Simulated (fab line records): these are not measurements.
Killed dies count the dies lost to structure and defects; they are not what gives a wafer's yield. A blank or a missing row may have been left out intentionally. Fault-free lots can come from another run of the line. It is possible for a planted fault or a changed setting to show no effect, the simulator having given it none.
Chamber matching || flow nandHarc || rieDiel-03 running NHARC_P_CONTACT_DESCUM_17: 4 sister chambers
The step chemistry O2, time 3 s. 4 wafers are shown with their chamber, then 9 later ones without.

## EACH WAFER AND ITS CHAMBER
{"wafer": "L084.4", "chamber": 3, "drypumpMotorCurrentA (A)": 5.70}
{"wafer": "L087.1", "chamber": 2, "drypumpMotorCurrentA (A)": 5.57}
{"wafer": "L087.2", "chamber": 0, "drypumpMotorCurrentA (A)": 5.75}
{"wafer": "L087.3", "chamber": 1, "drypumpMotorCurrentA (A)": 5.75}

## WAFERS MISSING THEIR CHAMBER
{"wafer": "L088.1", "drypumpMotorCurrentA (A)": 5.67}
{"wafer": "L088.2", "drypumpMotorCurrentA (A)": 5.58}
{"wafer": "L088.3", "drypumpMotorCurrentA (A)": 5.74}
{"wafer": "L094.3", "drypumpMotorCurrentA (A)": 5.56}
{"wafer": "L094.4", "drypumpMotorCurrentA (A)": 5.68}
{"wafer": "L094.6", "drypumpMotorCurrentA (A)": 5.65}
{"wafer": "L097.3", "drypumpMotorCurrentA (A)": 5.75}
{"wafer": "L097.4", "drypumpMotorCurrentA (A)": 5.57}
{"wafer": "L097.6", "drypumpMotorCurrentA (A)": 5.56}

## WHICH CHAMBER EACH WENT THROUGH
{"wafer": "L088.1", "from the rows above": 3, "in truth": 3}
{"wafer": "L088.2", "from the rows above": 2, "in truth": 2}
{"wafer": "L088.3", "from the rows above": "can't be placed: 0 or 1 or 3", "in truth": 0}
{"wafer": "L094.3", "from the rows above": 2, "in truth": 2}
{"wafer": "L094.4", "from the rows above": 3, "in truth": 3}
{"wafer": "L094.6", "from the rows above": "can't be placed: 3 or 2", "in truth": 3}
{"wafer": "L097.3", "from the rows above": "can't be placed: 0 or 1", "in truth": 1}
{"wafer": "L097.4", "from the rows above": 2, "in truth": 2}
{"wafer": "L097.6", "from the rows above": 2, "in truth": 2}
Placed correctly: 6 of 9. Not placeable from these rows: 3 (in 3, the candidates include the true chamber). Placed wrongly: 0.
How it was worked out, from the rows above alone: a wafer's distance from a chamber is the root of the sum, over the readings, of the square of ((its reading less the chamber's mean) divided by the reading's scatter). The wafer belongs to the nearest chamber; if the next one is less than 2 further off, it can't be placed. The mean given for a chamber averages the wafers shown for that chamber. The scatter: root of mean squared gap, hidden wafer to nearest shown wafer, with one shown wafer a chamber.
